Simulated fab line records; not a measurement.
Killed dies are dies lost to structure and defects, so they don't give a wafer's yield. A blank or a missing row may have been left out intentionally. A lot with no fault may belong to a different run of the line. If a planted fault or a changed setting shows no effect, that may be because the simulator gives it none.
Split-lot trial :: flow n5-finfet :: 7 lots, 21 wafers read, on a route of 1938 steps

SPLIT DETAILS
At N5_BEOL_M5_COAT_05 (resist thk 30 nm), the setting spin-rpm was moved away from the recipe's 1500 rpm on 5 of the 21 wafers read, by +4.4% to +11.1%. All remaining wafers had this setting at the recipe value.

FROM THE SPLIT TO THE READING: what the file shows between them, 4 steps
- N5_BEOL_M5_EBR_07
- N5_BEOL_M5_SOFTBAKE_06: time 60 s
- N5_BEOL_M5_EXPOSE_08: exposes mask M5, target cd 28 nm
- N5_BEOL_M5_PEB_09: peb time 60 s

THE READING
CAR-EUV_of_BEOL_M5_COAT_05.thk-nm (the simulator's own value, which no gauge read), in nm, at N5_BEOL_M5_DEVELOP_10 (develop time 30 s). The file gives no usual value for it. The 16 wafers here that ran the recipe average 29.5 nm, standard deviation 0.14 nm.

wafer: L075.1
tool, chamber at the split: litho-track-02, 0
spin-rpm as run, rpm: 1500
against the recipe: recipe
CAR-EUV_of_BEOL_M5_COAT_05.thk-nm, nm: 29.6
against lot-mates on the recipe: -

wafer: L075.4
tool, chamber at the split: litho-track-02, 0
spin-rpm as run, rpm: 1500
against the recipe: recipe
CAR-EUV_of_BEOL_M5_COAT_05.thk-nm, nm: 29.6
against lot-mates on the recipe: -

wafer: L075.5
tool, chamber at the split: litho-track-02, 0
spin-rpm as run, rpm: 1624
against the recipe: +8.3%
CAR-EUV_of_BEOL_M5_COAT_05.thk-nm, nm: 28.4
against lot-mates on the recipe: -1.2

wafer: L076.1
tool, chamber at the split: litho-track-02, 0
spin-rpm as run, rpm: 1500
against the recipe: recipe
CAR-EUV_of_BEOL_M5_COAT_05.thk-nm, nm: 29.8
against lot-mates on the recipe: -

wafer: L076.5
tool, chamber at the split: litho-track-02, 0
spin-rpm as run, rpm: 1500
against the recipe: recipe
CAR-EUV_of_BEOL_M5_COAT_05.thk-nm, nm: 29.8
against lot-mates on the recipe: -

wafer: L076.4
tool, chamber at the split: litho-track-02, 0
spin-rpm as run, rpm: 1500
against the recipe: recipe
CAR-EUV_of_BEOL_M5_COAT_05.thk-nm, nm: 29.6
against lot-mates on the recipe: -

wafer: L084.1
tool, chamber at the split: litho-track-04, 0
spin-rpm as run, rpm: 1566
against the recipe: +4.4%
CAR-EUV_of_BEOL_M5_COAT_05.thk-nm, nm: 28.6
against lot-mates on the recipe: -0.8

wafer: L084.4
tool, chamber at the split: litho-track-04, 0
spin-rpm as run, rpm: 1500
against the recipe: recipe
CAR-EUV_of_BEOL_M5_COAT_05.thk-nm, nm: 29.4
against lot-mates on the recipe: -

wafer: L084.5
tool, chamber at the split: litho-track-04, 0
spin-rpm as run, rpm: 1500
against the recipe: recipe
CAR-EUV_of_BEOL_M5_COAT_05.thk-nm, nm: 29.4
against lot-mates on the recipe: -

wafer: L091.3
tool, chamber at the split: litho-track-05, 0
spin-rpm as run, rpm: 1500
against the recipe: recipe
CAR-EUV_of_BEOL_M5_COAT_05.thk-nm, nm: 29.4
against lot-mates on the recipe: -

wafer: L091.4
tool, chamber at the split: litho-track-05, 0
spin-rpm as run, rpm: 1500
against the recipe: recipe
CAR-EUV_of_BEOL_M5_COAT_05.thk-nm, nm: 29.4
against lot-mates on the recipe: -

wafer: L091.5
tool, chamber at the split: litho-track-05, 0
spin-rpm as run, rpm: 1500
against the recipe: recipe
CAR-EUV_of_BEOL_M5_COAT_05.thk-nm, nm: 29.4
against lot-mates on the recipe: -

wafer: L095.1
tool, chamber at the split: litho-track-02, 0
spin-rpm as run, rpm: 1500
against the recipe: recipe
CAR-EUV_of_BEOL_M5_COAT_05.thk-nm, nm: 29.6
against lot-mates on the recipe: -

wafer: L095.2
tool, chamber at the split: litho-track-02, 0
spin-rpm as run, rpm: 1596
against the recipe: +6.4%
CAR-EUV_of_BEOL_M5_COAT_05.thk-nm, nm: 28.6
against lot-mates on the recipe: -1.0

wafer: L095.5
tool, chamber at the split: litho-track-02, 0
spin-rpm as run, rpm: 1596
against the recipe: +6.4%
CAR-EUV_of_BEOL_M5_COAT_05.thk-nm, nm: 28.6
against lot-mates on the recipe: -1.0

wafer: L094.1
tool, chamber at the split: litho-track-02, 0
spin-rpm as run, rpm: 1500
against the recipe: recipe
CAR-EUV_of_BEOL_M5_COAT_05.thk-nm, nm: 29.4
against lot-mates on the recipe: -

wafer: L094.4
tool, chamber at the split: litho-track-02, 0
spin-rpm as run, rpm: 1500
against the recipe: recipe
CAR-EUV_of_BEOL_M5_COAT_05.thk-nm, nm: 29.4
against lot-mates on the recipe: -

wafer: L094.6
tool, chamber at the split: litho-track-02, 0
spin-rpm as run, rpm: 1500
against the recipe: recipe
CAR-EUV_of_BEOL_M5_COAT_05.thk-nm, nm: 29.6
against lot-mates on the recipe: -

wafer: L097.1
tool, chamber at the split: litho-track-04, 0
spin-rpm as run, rpm: 1500
against the recipe: recipe
CAR-EUV_of_BEOL_M5_COAT_05.thk-nm, nm: 29.6
against lot-mates on the recipe: -

wafer: L097.2
tool, chamber at the split: litho-track-04, 0
spin-rpm as run, rpm: 1500
against the recipe: recipe
CAR-EUV_of_BEOL_M5_COAT_05.thk-nm, nm: 29.6
against lot-mates on the recipe: -

wafer: L097.3
tool, chamber at the split: litho-track-04, 0
spin-rpm as run, rpm: 1667
against the recipe: +11.1%
CAR-EUV_of_BEOL_M5_COAT_05.thk-nm, nm: 28
against lot-mates on the recipe: -1.6

FIT RESULTS
A straight line over all 21 wafers: CAR-EUV_of_BEOL_M5_COAT_05.thk-nm changes by -0.144 nm for each +1% of spin-rpm; r = -0.96; the points scatter about the line by 0.14 nm.
The same after taking each lot's own level away (the mean of its wafers on the recipe; 21 wafers): -0.149 nm for each +1%; r = -0.99; scatter 0.066 nm.
That fit puts the effect of the largest move of spin-rpm on the reading at 1.7 nm.
Across the lots, their own levels run from 29.40 to 29.73 nm, a range of 2.4 times the standard deviation given above.
Hence the lot-to-lot level has little effect on the slope; both slopes agree.
Check: with one of the wafers moved furthest among these (+11.1%) left out of the fit, the line predicts -1.72 nm for it against its lot-mates. It came out at -1.6 nm against them.

FURTHER SPLITS ON THESE WAFERS
Before the reading, these wafers also passed through other splits. Each is held against what the fit with the lots' levels taken away leaves over:
other split on the same wafers: N5_BEOL_M3_EXPOSE_08 dose-mj
wafers away from the commonest value: 5
r with CAR-EUV_of_BEOL_M5_COAT_05.thk-nm (lot level and that fit taken away): -0.03

other split on the same wafers: N5_BEOL_M4_ETCH_64 bias-w
wafers away from the commonest value: 6
r with CAR-EUV_of_BEOL_M5_COAT_05.thk-nm (lot level and that fit taken away): -0.39

other split on the same wafers: N5_BEOL_M4_COAT_22 spin-rpm
wafers away from the commonest value: 9
r with CAR-EUV_of_BEOL_M5_COAT_05.thk-nm (lot level and that fit taken away): +0.00

other split on the same wafers: N5_BEOL_M5_COAT_71 spin-rpm
wafers away from the commonest value: 4
r with CAR-EUV_of_BEOL_M5_COAT_05.thk-nm (lot level and that fit taken away): -0.13

THE WHOLE CHAIN: every reading that the file lists as answering this split, in the file's order
step: N5_BEOL_M5_COAT_05
what it does: resist thk 30 nm
reading: CAR-EUV_of_BEOL_M5_COAT_05.thk-nm (the simulator's own value, which no gauge read)
change (the file's fit): -0.144 nm for each +1% of the setting
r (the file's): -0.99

step: N5_BEOL_M5_DEVELOP_10
what it does: develop time 30 s
reading: CAR-EUV_of_BEOL_M5_COAT_05.thk-nm (the simulator's own value, which no gauge read)
change (the file's fit): -0.149 nm for each +1% of the setting
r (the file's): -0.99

FILE'S OWN FIT
CAR-EUV_of_BEOL_M5_COAT_05.thk-nm changes by -0.149 nm for each +1% of spin-rpm, r = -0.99.
